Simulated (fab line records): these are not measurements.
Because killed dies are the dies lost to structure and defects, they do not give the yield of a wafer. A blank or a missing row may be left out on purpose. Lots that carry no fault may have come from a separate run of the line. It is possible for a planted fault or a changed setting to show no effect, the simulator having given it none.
Which tool was responsible? || flow n5Finfet || 24 lots with 72 wafers sampled at 3 steps, on a route of 1938 steps

## WHAT THE GAUGES READ, wafer by wafer
N5_MOL_CONTACT_COAG_CD_MEAS_137: the cd target is 16 nm.
{"lot": "L074", "measured": "day 5 06:49", "on": "cdSem-02", "cdNm (nm)": "16.1 16.6 16.4"}
{"lot": "L075", "measured": "day 5 12:34", "on": "cdSem-02", "cdNm (nm)": "15.8 16.0 15.7"}
{"lot": "L076", "measured": "day 5 19:14", "on": "cdSem-03", "cdNm (nm)": "15.7 15.8 16.1"}
{"lot": "L077", "measured": "day 5 21:46", "on": "cdSem-03", "cdNm (nm)": "15.9 14.9 15.9"}
{"lot": "L078", "measured": "day 6 01:01", "on": "cdSem-01", "cdNm (nm)": "16.3 16.1 16.2"}
{"lot": "L079", "measured": "day 6 10:52", "on": "cdSem-01", "cdNm (nm)": "16.3 16.2 16.4"}
{"lot": "L080", "measured": "day 6 14:40", "on": "cdSem-01", "cdNm (nm)": "16.1 15.5 16.4"}
{"lot": "L081", "measured": "day 7 01:59", "on": "cdSem-01", "cdNm (nm)": "16.7 15.9 16.0"}
{"lot": "L082", "measured": "day 7 07:29", "on": "cdSem-03", "cdNm (nm)": "15.9 15.6 16.7"}
{"lot": "L083", "measured": "day 7 15:40", "on": "cdSem-02", "cdNm (nm)": "16.1 15.5 15.7"}
{"lot": "L084", "measured": "day 7 15:55", "on": "cdSem-03", "cdNm (nm)": "16.3 16.2 16.4"}
{"lot": "L085", "measured": "day 7 23:05", "on": "cdSem-01", "cdNm (nm)": "16.5 16.0 16.3"}
{"lot": "L086", "measured": "day 8 07:14", "on": "cdSem-03", "cdNm (nm)": "16.3 15.8 16.1"}
{"lot": "L087", "measured": "day 8 09:52", "on": "cdSem-02", "cdNm (nm)": "15.7 16.1 15.7"}
{"lot": "L088", "measured": "day 8 14:41", "on": "cdSem-02", "cdNm (nm)": "15.9 15.3 15.7"}
{"lot": "L089", "measured": "day 9 03:52", "on": "cdSem-01", "cdNm (nm)": "15.9 15.9 16.0"}
{"lot": "L090", "measured": "day 9 04:25", "on": "cdSem-01", "cdNm (nm)": "15.5 15.6 15.5"}
{"lot": "L091", "measured": "day 9 09:17", "on": "cdSem-03", "cdNm (nm)": "16.2 15.4 16.1"}
{"lot": "L092", "measured": "day 9 18:02", "on": "cdSem-03", "cdNm (nm)": "15.5 15.2 15.6"}
{"lot": "L093", "measured": "day 10 00:53", "on": "cdSem-02", "cdNm (nm)": "15.8 15.4 15.8"}
{"lot": "L094", "measured": "day 10 03:16", "on": "cdSem-03", "cdNm (nm)": "15.9 16.3 16.1"}
{"lot": "L095", "measured": "day 10 07:25", "on": "cdSem-02", "cdNm (nm)": "16.4 15.7 16.3"}
{"lot": "L096", "measured": "day 10 17:43", "on": "cdSem-02", "cdNm (nm)": "15.8 15.3 15.9"}
{"lot": "L097", "measured": "day 10 20:49", "on": "cdSem-03", "cdNm (nm)": "16.7 16.4 15.5"}

N5_MOL_CONTACT_COAG_CD_MEAS_101: the cd target is 16 nm.
{"lot": "L074", "measured": "day 5 08:04", "on": "cdSem-02", "cdNm (nm)": "16.0 16.2 16.1"}
{"lot": "L075", "measured": "day 5 13:58", "on": "cdSem-02", "cdNm (nm)": "15.8 16.0 15.7"}
{"lot": "L076", "measured": "day 5 20:55", "on": "cdSem-02", "cdNm (nm)": "16.1 16.3 15.6"}
{"lot": "L077", "measured": "day 5 23:25", "on": "cdSem-02", "cdNm (nm)": "16.6 16.1 16.1"}
{"lot": "L078", "measured": "day 6 02:16", "on": "cdSem-03", "cdNm (nm)": "15.9 16.3 16.2"}
{"lot": "L079", "measured": "day 6 12:12", "on": "cdSem-03", "cdNm (nm)": "16.4 15.8 16.0"}
{"lot": "L080", "measured": "day 6 16:04", "on": "cdSem-02", "cdNm (nm)": "16.8 16.5 16.2"}
{"lot": "L081", "measured": "day 7 03:19", "on": "cdSem-02", "cdNm (nm)": "16.0 15.6 15.5"}
{"lot": "L082", "measured": "day 7 09:06", "on": "cdSem-02", "cdNm (nm)": "16.3 15.6 16.2"}
{"lot": "L083", "measured": "day 7 17:10", "on": "cdSem-01", "cdNm (nm)": "16.2 16.3 16.1"}
{"lot": "L084", "measured": "day 7 17:32", "on": "cdSem-03", "cdNm (nm)": "15.1 15.2 15.1"}
{"lot": "L085", "measured": "day 8 00:35", "on": "cdSem-01", "cdNm (nm)": "16.1 16.1 15.9"}
{"lot": "L086", "measured": "day 8 08:30", "on": "cdSem-01", "cdNm (nm)": "15.8 15.8 15.7"}
{"lot": "L087", "measured": "day 8 11:20", "on": "cdSem-02", "cdNm (nm)": "15.5 16.2 15.8"}
{"lot": "L088", "measured": "day 8 16:04", "on": "cdSem-01", "cdNm (nm)": "15.7 15.3 16.1"}
{"lot": "L089", "measured": "day 9 05:09", "on": "cdSem-03", "cdNm (nm)": "16.0 15.6 16.0"}
{"lot": "L090", "measured": "day 9 06:00", "on": "cdSem-02", "cdNm (nm)": "16.0 16.6 15.8"}
{"lot": "L091", "measured": "day 9 10:41", "on": "cdSem-03", "cdNm (nm)": "16.3 16.0 16.5"}
{"lot": "L092", "measured": "day 9 19:26", "on": "cdSem-01", "cdNm (nm)": "15.7 16.4 16.2"}
{"lot": "L093", "measured": "day 10 02:21", "on": "cdSem-02", "cdNm (nm)": "16.4 16.5 16.1"}
{"lot": "L094", "measured": "day 10 04:52", "on": "cdSem-01", "cdNm (nm)": "16.5 16.2 16.5"}
{"lot": "L095", "measured": "day 10 08:45", "on": "cdSem-01", "cdNm (nm)": "16.1 16.5 16.0"}
{"lot": "L096", "measured": "day 10 19:10", "on": "cdSem-01", "cdNm (nm)": "16.4 16.1 16.2"}
{"lot": "L097", "measured": "day 10 22:16", "on": "cdSem-02", "cdNm (nm)": "15.5 15.9 15.9"}

## TOOL THAT RAN EACH LOT (tool first, then ch and the chambers of the sampled wafers, then the start)
{"lot": "L074", "N5_MOL_CONTACT_COAG_STRIP_96": "rieDiel-04 ch 0,1,3, day 5 06:32"}
{"lot": "L075", "N5_MOL_CONTACT_COAG_STRIP_96": "rieDiel-01 ch 0,2,3, day 5 12:17"}
{"lot": "L076", "N5_MOL_CONTACT_COAG_STRIP_96": "rieDiel-01 ch 1,2, day 5 18:55"}
{"lot": "L077", "N5_MOL_CONTACT_COAG_STRIP_96": "rieDiel-04 ch 0,2, day 5 21:30"}
{"lot": "L078", "N5_MOL_CONTACT_COAG_STRIP_96": "rieDiel-04 ch 0,1,3, day 6 00:44"}
{"lot": "L079", "N5_MOL_CONTACT_COAG_STRIP_96": "rieDiel-03 ch 1,3, day 6 10:36"}
{"lot": "L080", "N5_MOL_CONTACT_COAG_STRIP_96": "rieDiel-01 ch 0,1, day 6 14:23"}
{"lot": "L081", "N5_MOL_CONTACT_COAG_STRIP_96": "rieDiel-04 ch 1,2,3, day 7 01:43"}
{"lot": "L082", "N5_MOL_CONTACT_COAG_STRIP_96": "rieDiel-01 ch 0,1, day 7 07:14"}
{"lot": "L083", "N5_MOL_CONTACT_COAG_STRIP_96": "rieDiel-01 ch 0,2,3, day 7 15:24"}
{"lot": "L084", "N5_MOL_CONTACT_COAG_STRIP_96": "rieDiel-04 ch 1,3, day 7 15:38"}
{"lot": "L085", "N5_MOL_CONTACT_COAG_STRIP_96": "rieDiel-03 ch 0,2,3, day 7 22:49"}
{"lot": "L086", "N5_MOL_CONTACT_COAG_STRIP_96": "rieDiel-03 ch 1,2,3, day 8 06:58"}
{"lot": "L087", "N5_MOL_CONTACT_COAG_STRIP_96": "rieDiel-01 ch 0,1, day 8 09:34"}
{"lot": "L088", "N5_MOL_CONTACT_COAG_STRIP_96": "rieDiel-01 ch 2,3, day 8 14:25"}
{"lot": "L089", "N5_MOL_CONTACT_COAG_STRIP_96": "rieDiel-03 ch 0,1, day 9 03:35"}
{"lot": "L090", "N5_MOL_CONTACT_COAG_STRIP_96": "rieDiel-04 ch 1,2,3, day 9 04:08"}
{"lot": "L091", "N5_MOL_CONTACT_COAG_STRIP_96": "rieDiel-04 ch 0,1,2, day 9 09:01"}
{"lot": "L092", "N5_MOL_CONTACT_COAG_STRIP_96": "rieDiel-03 ch 1,2, day 9 17:46"}
{"lot": "L093", "N5_MOL_CONTACT_COAG_STRIP_96": "rieDiel-03 ch 0,2,3, day 10 00:37"}
{"lot": "L094", "N5_MOL_CONTACT_COAG_STRIP_96": "rieDiel-01 ch 0,1, day 10 02:59"}
{"lot": "L095", "N5_MOL_CONTACT_COAG_STRIP_96": "rieDiel-04 ch 0,3, day 10 07:08"}
{"lot": "L096", "N5_MOL_CONTACT_COAG_STRIP_96": "rieDiel-03 ch 1,2,3, day 10 17:28"}
{"lot": "L097", "N5_MOL_CONTACT_COAG_STRIP_96": "rieDiel-03 ch 1,2,3, day 10 20:32"}
- N5_MOL_CONTACT_COAG_STRIP_96: strips in N2/H2.

## WHAT THE TOOLS THEMSELVES READ (means of the sampled wafers that have a number; where no wafer has one, the mark that the record gives instead)
N5_MOL_CONTACT_COAG_STRIP_96.
{"lot": "L074", "tool": "rieDiel-04", "drypumpMotorCurrentA (A)": 6.0, "h2FlowSccm (sccm)": 299.7, "oesProductAu (a.u.)": 0.80, "rfVppV (V)": 122.6, "showerheadPlenumPTorr (Torr)": 3.42, "throttleValvePct (%)": 18.89}
{"lot": "L075", "tool": "rieDiel-01", "drypumpMotorCurrentA (A)": 5.6, "h2FlowSccm (sccm)": 300.3, "oesProductAu (a.u.)": 0.81, "rfVppV (V)": 122.0, "showerheadPlenumPTorr (Torr)": 3.38, "throttleValvePct (%)": 18.74}
{"lot": "L076", "tool": "rieDiel-01", "drypumpMotorCurrentA (A)": 5.0, "h2FlowSccm (sccm)": 300.1, "oesProductAu (a.u.)": 0.71, "rfVppV (V)": 122.2, "showerheadPlenumPTorr (Torr)": 3.39, "throttleValvePct (%)": 18.92}
{"lot": "L077", "tool": "rieDiel-04", "drypumpMotorCurrentA (A)": 6.1, "h2FlowSccm (sccm)": 299.4, "oesProductAu (a.u.)": 0.73, "rfVppV (V)": 121.3, "showerheadPlenumPTorr (Torr)": 3.33, "throttleValvePct (%)": 18.73}
{"lot": "L078", "tool": "rieDiel-04", "drypumpMotorCurrentA (A)": 6.0, "h2FlowSccm (sccm)": 299.8, "oesProductAu (a.u.)": 0.79, "rfVppV (V)": 122.0, "showerheadPlenumPTorr (Torr)": 3.41, "throttleValvePct (%)": 18.89}
{"lot": "L079", "tool": "rieDiel-03", "drypumpMotorCurrentA (A)": 5.7, "h2FlowSccm (sccm)": 299.8, "oesProductAu (a.u.)": 0.71, "rfVppV (V)": 121.9, "showerheadPlenumPTorr (Torr)": 3.43, "throttleValvePct (%)": 18.96}
{"lot": "L080", "tool": "rieDiel-01", "drypumpMotorCurrentA (A)": 5.4, "h2FlowSccm (sccm)": 299.2, "oesProductAu (a.u.)": 0.73, "rfVppV (V)": 122.8, "showerheadPlenumPTorr (Torr)": 3.43, "throttleValvePct (%)": 18.80}
{"lot": "L081", "tool": "rieDiel-04", "drypumpMotorCurrentA (A)": 6.0, "h2FlowSccm (sccm)": 300.5, "oesProductAu (a.u.)": 0.77, "rfVppV (V)": 121.2, "showerheadPlenumPTorr (Torr)": 3.40, "throttleValvePct (%)": 18.68}
{"lot": "L082", "tool": "rieDiel-01", "drypumpMotorCurrentA (A)": 5.3, "h2FlowSccm (sccm)": 301.4, "oesProductAu (a.u.)": 0.73, "rfVppV (V)": 122.0, "showerheadPlenumPTorr (Torr)": 3.43, "throttleValvePct (%)": 18.82}
{"lot": "L083", "tool": "rieDiel-01", "drypumpMotorCurrentA (A)": 5.6, "h2FlowSccm (sccm)": 300.5, "oesProductAu (a.u.)": 0.79, "rfVppV (V)": 122.1, "showerheadPlenumPTorr (Torr)": 3.37, "throttleValvePct (%)": 18.78}
{"lot": "L084", "tool": "rieDiel-04", "drypumpMotorCurrentA (A)": 6.0, "h2FlowSccm (sccm)": 300.5, "oesProductAu (a.u.)": 0.77, "rfVppV (V)": 122.0, "showerheadPlenumPTorr (Torr)": 3.44, "throttleValvePct (%)": 18.78}
{"lot": "L085", "tool": "rieDiel-03", "drypumpMotorCurrentA (A)": 5.5, "h2FlowSccm (sccm)": 300.0, "oesProductAu (a.u.)": 0.75, "rfVppV (V)": 122.2, "showerheadPlenumPTorr (Torr)": 3.43, "throttleValvePct (%)": 18.67}
{"lot": "L086", "tool": "rieDiel-03", "drypumpMotorCurrentA (A)": 5.5, "h2FlowSccm (sccm)": 300.2, "oesProductAu (a.u.)": 0.73, "rfVppV (V)": 121.8, "showerheadPlenumPTorr (Torr)": 3.38, "throttleValvePct (%)": 18.79}
{"lot": "L087", "tool": "rieDiel-01", "drypumpMotorCurrentA (A)": 5.6, "h2FlowSccm (sccm)": 300.9, "oesProductAu (a.u.)": 0.75, "rfVppV (V)": 121.9, "showerheadPlenumPTorr (Torr)": 3.38, "throttleValvePct (%)": 18.80}
{"lot": "L088", "tool": "rieDiel-01", "drypumpMotorCurrentA (A)": 5.7, "h2FlowSccm (sccm)": 300.2, "oesProductAu (a.u.)": 0.80, "rfVppV (V)": 122.0, "showerheadPlenumPTorr (Torr)": 3.43, "throttleValvePct (%)": 18.67}
{"lot": "L089", "tool": "rieDiel-03", "drypumpMotorCurrentA (A)": 5.3, "h2FlowSccm (sccm)": 299.5, "oesProductAu (a.u.)": 0.78, "rfVppV (V)": 121.9, "showerheadPlenumPTorr (Torr)": 3.46, "throttleValvePct (%)": 18.46}
{"lot": "L090", "tool": "rieDiel-04", "drypumpMotorCurrentA (A)": 6.0, "h2FlowSccm (sccm)": 299.9, "oesProductAu (a.u.)": 0.75, "rfVppV (V)": 120.7, "showerheadPlenumPTorr (Torr)": 3.39, "throttleValvePct (%)": 18.71}
{"lot": "L091", "tool": "rieDiel-04", "drypumpMotorCurrentA (A)": 6.1, "h2FlowSccm (sccm)": 300.6, "oesProductAu (a.u.)": 0.76, "rfVppV (V)": 122.3, "showerheadPlenumPTorr (Torr)": 3.35, "throttleValvePct (%)": 18.84}
{"lot": "L092", "tool": "rieDiel-03", "drypumpMotorCurrentA (A)": 5.3, "h2FlowSccm (sccm)": 298.7, "oesProductAu (a.u.)": 0.76, "rfVppV (V)": 122.8, "showerheadPlenumPTorr (Torr)": 3.34, "throttleValvePct (%)": 18.63}
{"lot": "L093", "tool": "rieDiel-03", "drypumpMotorCurrentA (A)": 5.5, "h2FlowSccm (sccm)": 300.6, "oesProductAu (a.u.)": 0.84, "rfVppV (V)": 122.4, "showerheadPlenumPTorr (Torr)": 3.42, "throttleValvePct (%)": 18.56}
{"lot": "L094", "tool": "rieDiel-01", "drypumpMotorCurrentA (A)": 5.6, "h2FlowSccm (sccm)": 299.7, "oesProductAu (a.u.)": 0.74, "rfVppV (V)": 122.2, "showerheadPlenumPTorr (Torr)": 3.37, "throttleValvePct (%)": 18.83}
{"lot": "L095", "tool": "rieDiel-04", "drypumpMotorCurrentA (A)": 6.1, "h2FlowSccm (sccm)": 300.6, "oesProductAu (a.u.)": 0.72, "rfVppV (V)": 122.2, "showerheadPlenumPTorr (Torr)": 3.37, "throttleValvePct (%)": 19.09}
{"lot": "L096", "tool": "rieDiel-03", "drypumpMotorCurrentA (A)": 5.5, "h2FlowSccm (sccm)": 299.6, "oesProductAu (a.u.)": 0.82, "rfVppV (V)": 122.9, "showerheadPlenumPTorr (Torr)": 3.38, "throttleValvePct (%)": 18.68}
{"lot": "L097", "tool": "rieDiel-03", "drypumpMotorCurrentA (A)": 5.5, "h2FlowSccm (sccm)": 300.0, "oesProductAu (a.u.)": 0.80, "rfVppV (V)": 120.6, "showerheadPlenumPTorr (Torr)": 3.38, "throttleValvePct (%)": 18.69}

## THE ANSWER, worked out from the rows above alone
Rule: usual is defined by the lots themselves. The widest of any qualifying gaps counts: lots, ordered by their means at a reading, are off when they make up no more than a third of the lots, leave a main group of 4 or more, and stand apart from it by 3 or more times the standard deviation of that group's means. A main group is skipped when, at the precision printed for the reading in the tables above, its means are all equal. A lot without any number at a reading at which 4 lots or more have one is off too. Where the step has rows for the other lots, those lots are counted as sound. Order of review: gauges by route order, followed by the tools' own readings, for which a lot's mean as printed above is used. At the first step where some lot is off, the reading lying furthest off is the one used; lots without a number count as furthest.
Across all readings shown, no lot is off: no conclusion can be drawn from this.

## WHAT WAS PUT IN BY THE SIMULATOR
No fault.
